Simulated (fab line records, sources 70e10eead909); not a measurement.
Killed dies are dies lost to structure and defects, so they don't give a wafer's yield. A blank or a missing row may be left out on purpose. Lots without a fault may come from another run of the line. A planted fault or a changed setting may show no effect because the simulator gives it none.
fab line records | flow nand_harc | part 1 of 2: steps 1 to 37 of 44
record lots=5 wafers=15 last_day=33
route steps=1302 shown P_ZERO_WELL@50 P_STI@69
lots that met no fault: from a run of the same line without faults
start_h: hours from the record's first day to the start of the lot's first wafer shown | wait_h: hours since the lot's step before | " the same as in the row above | L1.1+2: a row that stands for several wafers | - no value, or no start given | * or withheld: withheld | < > ~ a bound
route shown NAME@n: a module of which the file shows steps, and the number in the route of the first | usual: mean/standard deviation of fault-free wafers | same: alike in all rows | chamber/n: place in a boat | sites: the reading at each site | _std_site: their standard deviation | _edge_site: outer sites' mean less inner sites' | radius_mm: how far each site lies from the wafer's centre | mask NAME#n: copy n | behind: the tool/chamber that last shaped the wafer | hold: why the lot was held/for how many hours/how that ended | device: the transistor (n, p or np) that didn't switch | end of line: the same wafers' tests at the end of the route | a step without rows: its recipe alone | killed: dies lost to structure and defects at the first sort, not the wafer's yield | map: a wafer's dies, x killed, . not, _ none there
set.NAME: the setting as run; set.NAME@STEP: as run at that earlier step | model.NAME: the simulator's own value behind a step, which no gauge read
lots at some steps of the route; a table a step, a row a wafer
services: from which hour (start_h, from the record's first day; less than 0 if before it) a tool's chamber was out of use, for how many hours, and why
## steps
# step NHARC_P_ZERO_WELL_STRIP_41
# recipe time_s=840 temp_c=130 chemistry=SPM
# usual temp_c=130.00/0.13
# columns lot.wafer tool chamber start_h wait_h temp_c
L074.3 wet_bench-04 5 25.05 0.1 129.74
L074.2 " 6 " " 129.90
L074.5 " 7 " " 130.04
L078.5 wet_bench-06 7 65.00 0.1 130.07
L078.1 " 0 " " 129.88
L078.2 " 3 " " 129.97
L084.5 wet_bench-04 0 125.19 0.1 129.95
L084.2 " 1 " " 130.07
L084.4 " 2 " " 129.97
L087.2 wet_bench-06 1 154.83 0.2 130.05
L087.3 " 2 " " 130.17
L087.5 " 3 " " 130.00
L097.4 wet_bench-04 4 255.11 0.1 130.04
L097.6 " 6 " " 130.15
L097.3 " 1 " " 129.97
# step NHARC_P_ZERO_WELL_DEHYDRATE_44
# recipe temp_c=150 time_s=120
# columns lot.wafer tool chamber start_h wait_h
L074.2+3+5 litho_track-05 0 25.38 -
L078.1+2+5 litho_track-05 0 65.33 -
L084.2+4+5 litho_track-03 0 125.52 -
L087.2+3+5 litho_track-05 0 155.15 -
L097.3+4+6 litho_track-05 0 255.44 -
# step NHARC_P_ZERO_WELL_HMDS_45
# recipe time_s=30
# columns lot.wafer tool chamber start_h wait_h
L074.2+3+5 litho_track-05 0 - -
L078.1+2+5 litho_track-05 0 - -
L084.2+4+5 litho_track-03 0 - -
L087.2+3+5 litho_track-05 0 - -
L097.3+4+6 litho_track-05 0 - -
# step NHARC_P_ZERO_WELL_COAT_46
# recipe spin_rpm=withheld
# columns lot.wafer tool chamber start_h wait_h
L074.2+3+5 litho_track-05 0 - -
L078.1+2+5 litho_track-05 0 - -
L084.2+4+5 litho_track-03 0 - -
L087.2+3+5 litho_track-05 0 - -
L097.3+4+6 litho_track-05 0 - -
# step NHARC_P_ZERO_WELL_SOFTBAKE_47
# recipe temp_c=122 time_s=95
# columns lot.wafer tool chamber start_h wait_h
L074.2+3+5 litho_track-05 0 - -
L078.1+2+5 litho_track-05 0 - -
L084.2+4+5 litho_track-03 0 - -
L087.2+3+5 litho_track-05 0 - -
L097.3+4+6 litho_track-05 0 - -
# step NHARC_P_ZERO_WELL_EBR_48
# columns lot.wafer tool chamber start_h wait_h
L074.2+3+5 litho_track-05 0 - -
L078.1+2+5 litho_track-05 0 - -
L084.2+4+5 litho_track-03 0 - -
L087.2+3+5 litho_track-05 0 - -
L097.3+4+6 litho_track-05 0 - -
# step NHARC_P_ZERO_WELL_EXPOSE_49
# recipe na=0.6 target_cd_nm=2000 dose_mj=22.64 mask_id=P_HVPW
# columns lot.wafer tool chamber start_h wait_h mask
L074.2+3+5 krf_scanner-04 0 25.53 - P_HVPW#0
L078.1+2+5 krf_scanner-04 0 65.60 - P_HVPW#0
L084.2+4+5 krf_scanner-02 0 125.79 - P_HVPW#0
L087.2+3+5 krf_scanner-04 0 155.42 - P_HVPW#0
L097.3+4+6 krf_scanner-04 0 255.72 - P_HVPW#0
# step NHARC_P_ZERO_WELL_PEB_50
# recipe peb_temp_c=118 peb_time_s=85
# columns lot.wafer tool chamber start_h wait_h
L074.2+3+5 litho_track-03 0 25.59 0.1
L078.1+2+5 litho_track-02 0 65.67 0.1
L084.2+4+5 litho_track-02 0 125.85 0.1
L087.2+3+5 litho_track-05 0 155.48 0.1
L097.3+4+6 litho_track-05 0 255.78 0.1
# step NHARC_P_ZERO_WELL_DEVELOP_51
# recipe time_s=70
# columns lot.wafer tool chamber start_h wait_h
L074.2+3+5 litho_track-03 0 - -
L078.1+2+5 litho_track-02 0 - -
L084.2+4+5 litho_track-02 0 - -
L087.2+3+5 litho_track-05 0 - -
L097.3+4+6 litho_track-05 0 - -
# step NHARC_P_ZERO_WELL_CD_MEAS_52
# recipe target_cd_nm=2000 landing_energy_ev=500
# usual cd_nm=2000.3/2.4
# columns lot.wafer tool chamber start_h wait_h cd_nm
L074.2 cd_sem-02 0 25.68 - 2003.5
L074.3 " 0 " " 2003.1
L074.5 " 0 " " 2001.1
L078.1 cd_sem-03 0 65.76 - 2000.2
L078.2 " 0 " " 1999.1
L078.5 " 0 " " 1999.8
L084.2 cd_sem-03 0 125.94 - 1997.9
L084.4 " 0 " " 1999.7
L084.5 " 0 " " 1998.3
L087.2 cd_sem-02 0 155.58 - 2004.6
L087.3 " 0 " " 1998.7
L087.5 " 0 " " 1999.4
L097.3 cd_sem-02 0 255.87 - 1996.9
L097.4 " 0 " " 1994.2
L097.6 " 0 " " 1996.0
# step NHARC_P_ZERO_WELL_HARDBAKE_53
# recipe temp_c=125 time_s=80
# columns lot.wafer tool chamber start_h wait_h
L074.2+3+5 litho_track-02 0 25.76 -
L078.1+2+5 litho_track-05 0 65.84 -
L084.2+4+5 litho_track-03 0 126.02 -
L087.2+3+5 litho_track-02 0 155.66 -
L097.3+4+6 litho_track-02 0 255.95 -
# step NHARC_P_ZERO_WELL_DESCUM_54
# recipe time_s=3 o2_flow_sccm=200 ar_flow_sccm=0 bias_power_w=0 chemistry=O2
# usual drypump_motor_current_A=5.53/0.29 oes_product_au=0.994/0.012 rf_vpp_V=57.6/0.87 showerhead_plenum_p_Torr=1.89/0.094 throttle_valve_pct=11.312/0.009
# columns lot.wafer tool chamber start_h wait_h drypump_motor_current_A oes_product_au rf_hours_counter_h rf_vpp_V showerhead_plenum_p_Torr throttle_valve_pct
L074.2 rie_diel-02 3 25.87 - 5.23 0.974 54 57.3 1.97 11.317
L074.3 " 0 " " 5.79 0.977 60 56.9 1.82 11.311
L074.5 " 1 " " 5.60 1.001 - 56.8 1.80 11.322
L078.1 rie_diel-02 0 65.98 - 5.79 0.990 9 57.5 1.81 11.323
L078.2 " 2 " " 5.85 1.007 8 58.3 2.02 11.307
L078.5 " 0 " " 5.78 0.994 - 57.7 1.81 11.324
L084.4 rie_diel-06 3 126.11 - 5.93 1.010 46 57.1 1.97 11.313
L084.2 " 0 " " 5.03 0.996 50 56.9 1.77 11.322
L084.5 " 3 " " 5.94 1.008 - 58.0 1.97 11.305
L087.2 rie_diel-02 3 155.73 - 5.22 0.992 39 58.8 1.95 11.322
L087.3 " 2 " " 5.87 1.009 37 59.3 2.01 11.303
L087.5 " 3 " " 5.21 0.991 - 58.6 1.95 11.310
L097.3 rie_diel-02 0 256.03 - 5.80 0.984 12 57.9 1.80 11.315
L097.4 " 1 " " 5.53 0.984 10 58.6 1.78 11.320
L097.6 " 0 " " 5.78 0.988 - 55.5 1.80 11.304
# step NHARC_P_ZERO_WELL_IMPLANT_55
# recipe energy_kev=180 dose_cm2=8e+11 tilt_deg=7
# columns lot.wafer tool chamber start_h wait_h
L074.2+3+5 implanter-02 0 26.02 0.1
L078.1+2+5 implanter-01 0 66.11 0.1
L084.2+4+5 implanter-02 0 126.27 0.1
L087.2+3+5 implanter-01 0 155.91 0.2
L097.3+4+6 implanter-01 0 256.23 0.2
# step NHARC_P_ZERO_WELL_IMPLANT_61
# recipe energy_kev=30 dose_cm2=5e+11 tilt_deg=7
# columns lot.wafer tool chamber start_h wait_h
L074.2+3+5 implanter-02 0 26.20 0.2
L078.1+2+5 implanter-01 0 66.29 0.2
L084.2+4+5 implanter-02 0 126.45 0.1
L087.2+3+5 implanter-01 0 156.09 0.2
L097.3+4+6 implanter-01 0 256.42 0.2
# step NHARC_P_ZERO_WELL_STRIP_56
# recipe time_s=840 temp_c=130 chemistry=SPM
# usual temp_c=130.00/0.14
# columns lot.wafer tool chamber start_h wait_h temp_c
L074.5 wet_bench-02 4 26.38 0.1 129.78
L074.3 " 5 " " 129.81
L074.2 " 6 " " 129.77
L078.1 wet_bench-04 6 66.51 0.2 129.96
L078.2 " 7 " " 129.95
L078.5 " 1 " " 129.87
L084.2 wet_bench-04 1 126.65 0.2 129.90
L084.4 " 2 " " 130.09
L084.5 " 3 " " 130.00
L087.5 wet_bench-06 0 156.28 0.1 130.00
L087.3 " 1 " " 130.09
L087.2 " 2 " " 130.16
L097.6 wet_bench-06 7 256.57 0.0 129.77
L097.3 " 3 " " 130.08
L097.4 " 4 " " 129.93
# step NHARC_P_ZERO_WELL_PRECLEAN_68
# recipe time_s=60 temp_c=50 bath_age_min=0 chemistry=SC1
# usual temp_c=49.99/0.12
# columns lot.wafer tool chamber start_h wait_h temp_c
L074.5 wet_bench-02 4 - - 50.03
L074.3 " 5 " " 49.82
L074.2 " 6 " " 49.83
L078.1 wet_bench-04 6 - - 49.88
L078.2 " 7 " " 50.01
L078.5 " 1 " " 50.12
L084.2 wet_bench-04 1 - - 50.00
L084.4 " 2 " " 49.87
L084.5 " 3 " " 50.08
L087.5 wet_bench-06 0 - - 49.89
L087.3 " 1 " " 49.95
L087.2 " 2 " " 49.75
L097.6 wet_bench-06 7 - - 49.84
L097.3 " 3 " " 49.95
L097.4 " 4 " " 49.93
# step NHARC_P_ZERO_WELL_SRD_69
# columns lot.wafer tool chamber start_h wait_h
L074.5+3+2 wet_bench-02 4,5,6 - -
L078.1+2+5 wet_bench-04 6,7,1 - -
L084.2+4+5 wet_bench-04 1,2,3 - -
L087.5+3+2 wet_bench-06 0,1,2 - -
L097.6+3+4 wet_bench-06 7,3,4 - -
# step NHARC_P_ZERO_WELL_RTA_42
# recipe temp_c=1100 time_s=300
# usual lamp_power_pct=36.1/2.2 lamp_zone_2_pct=36.1/2.1 lamp_zone_7_pct=36.4/2.2 wafer_temp_C_max=1106.1/1.2
# columns lot.wafer tool chamber start_h wait_h lamp_power_pct lamp_zone_2_pct lamp_zone_7_pct wafer_temp_C_max
L074.2 rtp_anneal-02 0 26.93 - 38.2 38.2 38.6 1106.1
L074.3 " 0 " " 38.3 38.2 38.7 1107.4
L074.5 " 0 " " 38.2 38.3 38.6 1106.4
L078.1 rtp_anneal-02 0 66.94 - 38.3 38.4 38.6 1105.0
L078.2 " 0 " " 38.3 38.3 38.6 1106.9
L078.5 " 0 " " 38.3 38.3 38.6 1105.4
L084.2 rtp_anneal-01 0 127.18 - 34.0 33.9 34.3 1105.8
L084.4 " 0 " " 34.0 34.0 34.3 1106.7
L084.5 " 0 " " 34.0 33.9 34.3 1107.5
L087.2 rtp_anneal-01 0 156.82 - 34.0 34.0 34.3 1105.8
L087.3 " 0 " " 34.0 34.0 34.3 1104.5
L087.5 " 0 " " 33.9 34.0 34.3 1106.6
L097.3 rtp_anneal-01 0 257.23 - 33.9 34.0 34.3 1106.0
L097.4 " 0 " " 34.0 34.0 34.3 1105.2
L097.6 " 0 " " 33.9 34.1 34.4 1105.9
# step NHARC_P_ZERO_WELL_INSPECT_43
# usual raw_defect_count=14/7.1
# columns lot.wafer tool chamber start_h wait_h raw_defect_count
L074.2 defect_inspect-01 - 27.50 0.5 5
L074.3 " - " " 14
L074.5 " - " " 11
L078.1 defect_inspect-01 - 67.61 0.6 14
L078.2 " - " " 15
L078.5 " - " " 16
L084.2 defect_inspect-01 - 127.76 0.5 9
L084.4 " - " " 8
L084.5 " - " " 15
L087.2 defect_inspect-01 - 157.39 0.5 14
L087.3 " - " " 14
L087.5 " - " " 14
L097.3 defect_inspect-02 - 257.70 0.4 16
L097.4 " - " " 19
L097.6 " - " " 34
# step NHARC_P_STI_ETCH_26
# recipe target_depth_a=110 chemistry=dHF material=SiO2
# columns lot.wafer tool chamber start_h wait_h
L074.5+2+3 wet_bench-09 7,0,1 27.55 0.0
L078.5+2+1 wet_bench-09 4,5,0 67.68 0.1
L084.5+2+4 wet_bench-05 4,7,0 127.81 0.0
L087.3+5+2 wet_bench-05 3,4,5 157.45 0.1
L097.3+4+6 wet_bench-09 5,6,7 257.77 0.1
# step NHARC_P_STI_PRECLEAN_27
# recipe time_s=* temp_c=50 bath_age_min=0 chemistry=SC1
# usual temp_c=50.01/0.11
# columns lot.wafer tool chamber start_h wait_h temp_c
L074.5 wet_bench-09 7 27.62 0.1 50.08
L074.2 " 0 " " 49.92
L074.3 " 1 " " 50.11
L078.5 wet_bench-09 4 67.73 0.0 49.84
L078.2 " 5 " " 49.97
L078.1 " 0 " " 50.14
L084.5 wet_bench-05 4 127.88 0.1 50.18
L084.2 " 7 " " 49.88
L084.4 " 0 " " 50.05
L087.3 wet_bench-05 3 157.51 0.0 49.82
L087.5 " 4 " " 49.92
L087.2 " 5 " " 50.05
L097.3 wet_bench-09 5 257.83 0.0 50.03
L097.4 " 6 " " 50.18
L097.6 " 7 " " 50.12
# step NHARC_P_STI_SRD_28
# columns lot.wafer tool chamber start_h wait_h
L074.5+2+3 wet_bench-09 7,0,1 - -
L078.5+2+1 wet_bench-09 4,5,0 - -
L084.5+2+4 wet_bench-05 4,7,0 - -
L087.3+5+2 wet_bench-05 3,4,5 - -
L097.3+4+6 wet_bench-09 5,6,7 - -
# step NHARC_P_STI_OXIDE_29
# recipe target_thk_a=100 temp_c=900 ox_time_s=1362 material=SiO2
# usual zone_power_upper_pct=18.1/0.43
# columns lot.wafer tool chamber start_h wait_h zone_power_upper_pct
L074.2 furnace-01 0 34.18 - 17.3
L074.3 " 0 " " 17.3
L074.5 " 0 " " 17.5
L078.1 furnace-04 0 71.51 - 18.2
L078.2 " 0 " " 17.9
L078.5 " 0 " " 18.3
L084.2 furnace-04 0 133.50 - 18.0
L084.4 " 0 " " 18.4
L084.5 " 0 " " 18.3
L087.2 furnace-01 0 163.26 - 17.3
L087.3 " 0 " " 17.3
L087.5 " 0 " " 17.5
L097.3 furnace-06 0 261.16 - 18.2
L097.4 " 0 " " 18.3
L097.6 " 0 " " 18.1
# step NHARC_P_STI_HM_DEP_30
# recipe target_thk_a=800 temp_c=790 pressure_mtorr=300 time_s=873 material=Si3N4
# usual zone_power_upper_pct=13.9/1.4
# columns lot.wafer tool chamber start_h wait_h zone_power_upper_pct
L074.2 lpcvd-02 0 42.70 4.8 14.1
L074.3 " 0 " " 14.1
L074.5 " 0 " " 14.1
L078.1 lpcvd-01 0 79.90 4.7 15.7
L078.2 " 0 " " 15.7
L078.5 " 0 " " 15.9
L084.2 lpcvd-02 1 140.72 3.5 12.9
L084.4 " 1 " " 12.9
L084.5 " 1 " " 13.0
L087.2 lpcvd-02 1 170.43 3.5 12.9
L087.3 " 1 " " 13.1
L087.5 " 1 " " 12.9
L097.3 lpcvd-01 1 268.34 3.5 12.2
L097.4 " 1 " " 12.6
L097.6 " 1 " " 12.5
# step NHARC_P_STI_DEHYDRATE_01
# recipe temp_c=150 time_s=120
# columns lot.wafer tool chamber start_h wait_h
L074.2+3+5 litho_track-03 0 46.37 0.4
L078.1+2+5 litho_track-07 0 83.50 0.4
L084.2+4+5 litho_track-03 0 144.35 0.4
L087.2+3+5 litho_track-07 0 174.06 0.4
L097.3+4+6 litho_track-07 0 271.99 0.4
# step NHARC_P_STI_HMDS_02
# recipe time_s=30
# columns lot.wafer tool chamber start_h wait_h
L074.2+3+5 litho_track-03 0 - -
L078.1+2+5 litho_track-07 0 - -
L084.2+4+5 litho_track-03 0 - -
L087.2+3+5 litho_track-07 0 - -
L097.3+4+6 litho_track-07 0 - -
# step NHARC_P_STI_COAT_41
# recipe temp_c=200 time_s=65
# columns lot.wafer tool chamber start_h wait_h
L074.2+3+5 litho_track-03 0 - -
L078.1+2+5 litho_track-07 0 - -
L084.2+4+5 litho_track-03 0 - -
L087.2+3+5 litho_track-07 0 - -
L097.3+4+6 litho_track-07 0 - -
# step NHARC_P_STI_COAT_03
# recipe spin_rpm=2000 resist_thk_nm=600
# columns lot.wafer tool chamber start_h wait_h
L074.2+3+5 litho_track-03 0 - -
L078.1+2+5 litho_track-07 0 - -
L084.2+4+5 litho_track-03 0 - -
L087.2+3+5 litho_track-07 0 - -
L097.3+4+6 litho_track-07 0 - -
# step NHARC_P_STI_SOFTBAKE_04
# recipe temp_c=125 time_s=70
# columns lot.wafer tool chamber start_h wait_h
L074.2+3+5 litho_track-03 0 - -
L078.1+2+5 litho_track-07 0 - -
L084.2+4+5 litho_track-03 0 - -
L087.2+3+5 litho_track-07 0 - -
L097.3+4+6 litho_track-07 0 - -
# step NHARC_P_STI_EBR_05
# columns lot.wafer tool chamber start_h wait_h
L074.2+3+5 litho_track-03 0 - -
L078.1+2+5 litho_track-07 0 - -
L084.2+4+5 litho_track-03 0 - -
L087.2+3+5 litho_track-07 0 - -
L097.3+4+6 litho_track-07 0 - -
# step NHARC_P_STI_EXPOSE_06
# recipe na=0.55 target_cd_nm=200 dose_mj=37.69 mask_id=P_STI
# columns lot.wafer tool chamber start_h wait_h mask
L074.2+3+5 krf_scanner-01 0 46.54 - P_STI#0
L078.1+2+5 krf_scanner-03 0 83.79 - P_STI#0
L084.2+4+5 krf_scanner-01 0 144.52 - P_STI#0
L087.2+3+5 krf_scanner-02 0 174.23 - P_STI#0
L097.3+4+6 krf_scanner-03 0 272.29 - P_STI#0
# step NHARC_P_STI_PEB_07
# recipe peb_temp_c=128 peb_time_s=80
# columns lot.wafer tool chamber start_h wait_h
L074.2+3+5 litho_track-02 0 46.61 0.1
L078.1+2+5 litho_track-03 0 83.86 0.1
L084.2+4+5 litho_track-07 0 144.59 0.1
L087.2+3+5 litho_track-03 0 174.29 0.1
L097.3+4+6 litho_track-02 0 272.34 0.1
# step NHARC_P_STI_DEVELOP_08
# recipe time_s=50 dev_temp_c=22
# columns lot.wafer tool chamber start_h wait_h
L074.2+3+5 litho_track-02 0 - -
L078.1+2+5 litho_track-03 0 - -
L084.2+4+5 litho_track-07 0 - -
L087.2+3+5 litho_track-03 0 - -
L097.3+4+6 litho_track-02 0 - -
# step NHARC_P_STI_CD_MEAS_09
# recipe target_cd_nm=200 landing_energy_ev=500
# usual cd_nm=199/3.3
# columns lot.wafer tool chamber start_h wait_h cd_nm
L074.2 cd_sem-02 0 46.69 - 202
L074.3 " 0 " " 199
L074.5 " 0 " " 201
L078.1 cd_sem-01 0 83.94 - 198
L078.2 " 0 " " 196
L078.5 " 0 " " 196
L084.2 cd_sem-03 0 144.67 - 201
L084.4 " 0 " " 198
L084.5 " 0 " " 198
L087.2 cd_sem-02 0 174.38 - 193
L087.3 " 0 " " 193
L087.5 " 0 " " 195
L097.3 cd_sem-02 0 272.43 - 204
L097.4 " 0 " " 198
L097.6 " 0 " " 201
# step NHARC_P_STI_OVL_MEAS_10
# usual overlay_x_nm=2/6.9 overlay_y_nm=-1/6.7
# columns lot.wafer tool chamber start_h wait_h overlay_x_nm overlay_y_nm
L074.2 overlay-01 - 46.79 - 4 5
L074.3 " - " " 4 5
L074.5 " - " " 4 5
L078.1 overlay-02 - 84.03 - 7 9
L078.2 " - " " 8 8
L078.5 " - " " 8 8
L084.2 overlay-01 - 144.76 - -2 7
L084.4 " - " " -2 7
L084.5 " - " " -2 7
L087.2 overlay-01 - 174.46 - -11 15
L087.3 " - " " -10 15
L087.5 " - " " -10 15
L097.3 overlay-01 - 272.52 - -5 -4
L097.4 " - " " -5 -3
L097.6 " - " " -5 -4
# step NHARC_P_STI_INSPECT_11
# usual raw_defect_count=4.9/2.5
# columns lot.wafer tool chamber start_h wait_h raw_defect_count
L074.2 defect_inspect-02 - 46.83 0.0 5
L074.3 " - " " 3
L074.5 " - " " 2
L078.1 defect_inspect-01 - 84.07 0.0 8
L078.2 " - " " 3
L078.5 " - " " 7
L084.2 defect_inspect-02 - 144.80 0.0 9
L084.4 " - " " 5
L084.5 " - " " 12
L087.2 defect_inspect-02 - 174.50 0.0 5
L087.3 " - " " 2
L087.5 " - " " 8
L097.3 defect_inspect-02 - 272.55 0.0 6
L097.4 " - " " 5
L097.6 " - " " 6
# step NHARC_P_STI_HARDBAKE_13
# recipe temp_c=118 time_s=65
# columns lot.wafer tool chamber start_h wait_h
L074.2+3+5 litho_track-07 0 46.89 0.1
L078.1+2+5 litho_track-07 0 84.13 0.1
L084.2+4+5 litho_track-03 0 144.85 0.1
L087.2+3+5 litho_track-02 0 174.56 0.1
L097.3+4+6 litho_track-07 0 272.61 0.1
